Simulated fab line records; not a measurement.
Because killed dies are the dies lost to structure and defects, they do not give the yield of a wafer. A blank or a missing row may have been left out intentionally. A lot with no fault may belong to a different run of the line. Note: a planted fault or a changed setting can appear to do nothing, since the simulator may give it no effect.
Matching of chambers || flow n5-finfet || N5_ILD0_ALD_15 on ald-sin-01: 4 sister chambers
The step deposits SiNx, target thk 24 nm, pulse time 1 s, ald cycles 480. 20 wafers are shown with their chamber, then 10 later ones without.

== EACH WAFER AND ITS CHAMBER ==
{"wafer": "L079.1", "chamber": 2, "heater-power-w (W)": 1013, "susceptor-temp-C (C)": 400.58, "precursor-pulse-height-rel": 1.022}
{"wafer": "L079.2", "chamber": 1, "heater-power-w (W)": 694, "susceptor-temp-C (C)": 400.08, "precursor-pulse-height-rel": 0.994}
{"wafer": "L079.4", "chamber": 3, "heater-power-w (W)": 740, "susceptor-temp-C (C)": 400.00, "precursor-pulse-height-rel": 1.008}
{"wafer": "L080.2", "chamber": 2, "heater-power-w (W)": 1005, "susceptor-temp-C (C)": 400.04, "precursor-pulse-height-rel": 0.995}
{"wafer": "L080.3", "chamber": 3, "heater-power-w (W)": 727, "susceptor-temp-C (C)": 399.91, "precursor-pulse-height-rel": 1.018}
{"wafer": "L080.6", "chamber": 2, "heater-power-w (W)": 988, "susceptor-temp-C (C)": 400.23, "precursor-pulse-height-rel": 1.000}
{"wafer": "L084.1", "chamber": 0, "heater-power-w (W)": 715, "susceptor-temp-C (C)": 399.83, "precursor-pulse-height-rel": 0.967}
{"wafer": "L084.2", "chamber": 3, "heater-power-w (W)": 737, "susceptor-temp-C (C)": 400.03, "precursor-pulse-height-rel": 0.991}
{"wafer": "L084.4", "chamber": 1, "heater-power-w (W)": 680, "susceptor-temp-C (C)": 400.28, "precursor-pulse-height-rel": 1.024}
{"wafer": "L089.2", "chamber": 0, "heater-power-w (W)": 736, "susceptor-temp-C (C)": 400.23, "precursor-pulse-height-rel": 0.986}
{"wafer": "L089.3", "chamber": 2, "heater-power-w (W)": 992, "susceptor-temp-C (C)": 399.88, "precursor-pulse-height-rel": 0.982}
{"wafer": "L089.6", "chamber": 0, "heater-power-w (W)": 701, "susceptor-temp-C (C)": 400.08, "precursor-pulse-height-rel": 1.019}
{"wafer": "L090.4", "chamber": 3, "heater-power-w (W)": 729, "susceptor-temp-C (C)": 400.34, "precursor-pulse-height-rel": 0.997}
{"wafer": "L090.5", "chamber": 2, "heater-power-w (W)": 990, "susceptor-temp-C (C)": 400.37, "precursor-pulse-height-rel": 1.017}
{"wafer": "L090.6", "chamber": 3, "heater-power-w (W)": 721, "susceptor-temp-C (C)": 400.56, "precursor-pulse-height-rel": 1.004}
{"wafer": "L091.1", "chamber": 0, "heater-power-w (W)": 717, "susceptor-temp-C (C)": 399.96, "precursor-pulse-height-rel": 0.990}
{"wafer": "L091.4", "chamber": 1, "heater-power-w (W)": 700, "susceptor-temp-C (C)": 399.78, "precursor-pulse-height-rel": 0.980}
{"wafer": "L091.5", "chamber": 3, "heater-power-w (W)": 745, "susceptor-temp-C (C)": 399.62, "precursor-pulse-height-rel": 0.970}
{"wafer": "L092.1", "chamber": 0, "heater-power-w (W)": 705, "susceptor-temp-C (C)": 399.82, "precursor-pulse-height-rel": 0.989}
{"wafer": "L092.2", "chamber": 1, "heater-power-w (W)": 682, "susceptor-temp-C (C)": 400.06, "precursor-pulse-height-rel": 0.988}

SIGNATURES (means of the wafers above)
{"reading": "heater-power-w", "chamber 0": 714.80, "chamber 1": 689.00, "chamber 2": 997.60, "chamber 3": 733.17, "scatter within a chamber": 10.9}
{"reading": "susceptor-temp-C", "chamber 0": 399.9840, "chamber 1": 400.0500, "chamber 2": 400.2200, "chamber 3": 400.0767, "scatter within a chamber": 0.262}
{"reading": "precursor-pulse-height-rel", "chamber 0": 0.99020, "chamber 1": 0.99650, "chamber 2": 1.00320, "chamber 3": 0.99800, "scatter within a chamber": 0.0176}
Rule: for each reading, subtract the chamber's mean from the wafer's reading, divide by that reading's scatter and square the result; add these up over the readings and take the root, which gives the wafer's distance from the chamber. If the next closest chamber is less than 2 further off than the closest, the wafer can't be placed; otherwise it belongs to the closest. The scatter: take each reading less its chamber's mean, square it, sum over the shown wafers, divide by the number of wafers less the number of chambers, and take the root.

== WAFERS WITHOUT THEIR CHAMBER ==
{"wafer": "L092.4", "heater-power-w (W)": 730, "susceptor-temp-C (C)": 400.09, "precursor-pulse-height-rel": 1.012}
{"wafer": "L093.1", "heater-power-w (W)": 743, "susceptor-temp-C (C)": 399.83, "precursor-pulse-height-rel": 0.979}
{"wafer": "L093.3", "heater-power-w (W)": 720, "susceptor-temp-C (C)": 400.00, "precursor-pulse-height-rel": 1.016}
{"wafer": "L093.4", "heater-power-w (W)": 704, "susceptor-temp-C (C)": 400.32, "precursor-pulse-height-rel": 1.001}
{"wafer": "L095.2", "heater-power-w (W)": 723, "susceptor-temp-C (C)": 400.07, "precursor-pulse-height-rel": 1.030}
{"wafer": "L095.3", "heater-power-w (W)": 722, "susceptor-temp-C (C)": 399.87, "precursor-pulse-height-rel": 0.965}
{"wafer": "L095.5", "heater-power-w (W)": 736, "susceptor-temp-C (C)": 400.03, "precursor-pulse-height-rel": 0.981}
{"wafer": "L096.1", "heater-power-w (W)": 707, "susceptor-temp-C (C)": 400.19, "precursor-pulse-height-rel": 0.954}
{"wafer": "L096.2", "heater-power-w (W)": 1009, "susceptor-temp-C (C)": 400.11, "precursor-pulse-height-rel": 1.026}
{"wafer": "L096.3", "heater-power-w (W)": 729, "susceptor-temp-C (C)": 399.98, "precursor-pulse-height-rel": 0.997}

== CHAMBER TAKEN BY EACH ==
{"wafer": "L092.4", "from the rows above": "can't be placed: 3 or 0", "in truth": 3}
{"wafer": "L093.1", "from the rows above": "can't be placed: 3 or 0", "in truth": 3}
{"wafer": "L093.3", "from the rows above": "can't be placed: 0 or 3 or 1", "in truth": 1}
{"wafer": "L093.4", "from the rows above": "can't be placed: 0 or 1 or 3", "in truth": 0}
{"wafer": "L095.2", "from the rows above": "can't be placed: 3 or 0 or 1", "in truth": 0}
{"wafer": "L095.3", "from the rows above": "can't be placed: 0 or 3 or 1", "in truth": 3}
{"wafer": "L095.5", "from the rows above": "can't be placed: 3 or 0", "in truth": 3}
{"wafer": "L096.1", "from the rows above": "can't be placed: 0 or 1 or 3", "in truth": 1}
{"wafer": "L096.2", "from the rows above": 2, "in truth": 2}
{"wafer": "L096.3", "from the rows above": "can't be placed: 3 or 0", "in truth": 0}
Correct placement for 1 of the 10. Not placeable from these rows: 9 (in 9, the candidates include the true chamber). Wrongly placed: 0.
